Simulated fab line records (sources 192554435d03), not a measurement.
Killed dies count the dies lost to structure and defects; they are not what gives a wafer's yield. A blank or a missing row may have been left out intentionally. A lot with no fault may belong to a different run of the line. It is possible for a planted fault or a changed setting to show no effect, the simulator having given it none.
Matching of chambers / flow n5-finfet / ald-sin-04 running N5_BEOL_M0_SAQP_ALD_48: 4 sister chambers
The step deposits SiO2, target thk 20 nm, pulse time 1 s, co reactant pulse time 1 s. 20 wafers are shown with their chamber, then 10 later ones without.

== WAFERS PAIRED WITH THEIR CHAMBERS ==
wafer=L076.1; chamber=0; heater-power-w (W)=77; precursor-pulse-height-rel=0.994
wafer=L076.4; chamber=3; heater-power-w (W)=83; precursor-pulse-height-rel=0.975
wafer=L076.6; chamber=2; heater-power-w (W)=74; precursor-pulse-height-rel=1.021
wafer=L077.1; chamber=0; heater-power-w (W)=76; precursor-pulse-height-rel=1.012
wafer=L077.2; chamber=3; heater-power-w (W)=84; precursor-pulse-height-rel=1.025
wafer=L077.3; chamber=2; heater-power-w (W)=70; precursor-pulse-height-rel=0.977
wafer=L077.4; chamber=1; heater-power-w (W)=76; precursor-pulse-height-rel=1.021
wafer=L077.5; chamber=0; heater-power-w (W)=77; precursor-pulse-height-rel=1.017
wafer=L077.6; chamber=3; heater-power-w (W)=83; precursor-pulse-height-rel=1.006
wafer=L079.1; chamber=1; heater-power-w (W)=75; precursor-pulse-height-rel=0.999
wafer=L079.4; chamber=2; heater-power-w (W)=72; precursor-pulse-height-rel=1.007
wafer=L079.6; chamber=3; heater-power-w (W)=84; precursor-pulse-height-rel=1.022
wafer=L080.1; chamber=3; heater-power-w (W)=84; precursor-pulse-height-rel=0.996
wafer=L080.2; chamber=2; heater-power-w (W)=70; precursor-pulse-height-rel=1.009
wafer=L080.3; chamber=1; heater-power-w (W)=77; precursor-pulse-height-rel=0.991
wafer=L084.1; chamber=3; heater-power-w (W)=83; precursor-pulse-height-rel=1.017
wafer=L084.2; chamber=2; heater-power-w (W)=71; precursor-pulse-height-rel=0.995
wafer=L084.5; chamber=3; heater-power-w (W)=81; precursor-pulse-height-rel=1.024
wafer=L087.1; chamber=3; heater-power-w (W)=82; precursor-pulse-height-rel=1.018
wafer=L087.2; chamber=2; heater-power-w (W)=73; precursor-pulse-height-rel=1.000

SIGNATURES, as means of the wafers listed above
reading=heater-power-w; chamber 0=76.67; chamber 1=76.00; chamber 2=71.67; chamber 3=83.00; scatter within a chamber=1.22
reading=precursor-pulse-height-rel; chamber 0=1.00767; chamber 1=1.00367; chamber 2=1.00150; chamber 3=1.01038; scatter within a chamber=0.0158
Rule: for a wafer and a chamber, the distance is found by dividing, reading by reading, the gap between the wafer's reading and the chamber's mean by the reading's scatter, squaring, summing and taking the root. If the next closest chamber is less than 2 further off than the closest, the wafer can't be placed; otherwise it belongs to the closest. The scatter: the root of (the sum of the squares of (reading less its chamber's mean) over the shown wafers, divided by (wafers less chambers)).

== WAFERS MISSING THEIR CHAMBER ==
wafer=L087.3; heater-power-w (W)=74; precursor-pulse-height-rel=1.025
wafer=L087.4; heater-power-w (W)=82; precursor-pulse-height-rel=0.979
wafer=L087.5; heater-power-w (W)=73; precursor-pulse-height-rel=1.008
wafer=L087.6; heater-power-w (W)=78; precursor-pulse-height-rel=0.952
wafer=L091.3; heater-power-w (W)=70; precursor-pulse-height-rel=0.986
wafer=L091.4; heater-power-w (W)=75; precursor-pulse-height-rel=1.011
wafer=L091.6; heater-power-w (W)=77; precursor-pulse-height-rel=1.020
wafer=L095.3; heater-power-w (W)=73; precursor-pulse-height-rel=1.013
wafer=L095.5; heater-power-w (W)=84; precursor-pulse-height-rel=1.005
wafer=L095.6; heater-power-w (W)=75; precursor-pulse-height-rel=0.988

== WHICH CHAMBER EACH ONE RAN IN ==
wafer=L087.3; from the rows above=can't be placed: 1 or 2 or 0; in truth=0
wafer=L087.4; from the rows above=3; in truth=3
wafer=L087.5; from the rows above=can't be placed: 2 or 1 or 0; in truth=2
wafer=L087.6; from the rows above=can't be placed: 1 or 0 or 3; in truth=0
wafer=L091.3; from the rows above=2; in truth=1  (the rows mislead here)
wafer=L091.4; from the rows above=can't be placed: 1 or 0 or 2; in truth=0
wafer=L091.6; from the rows above=can't be placed: 0 or 1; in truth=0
wafer=L095.3; from the rows above=can't be placed: 2 or 1 or 0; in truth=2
wafer=L095.5; from the rows above=3; in truth=3
wafer=L095.6; from the rows above=can't be placed: 1 or 0 or 2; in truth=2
2 of 10 placed correctly. Unplaceable from these rows: 7, with the true chamber sitting among the candidates in 7. Placed wrongly: 1.
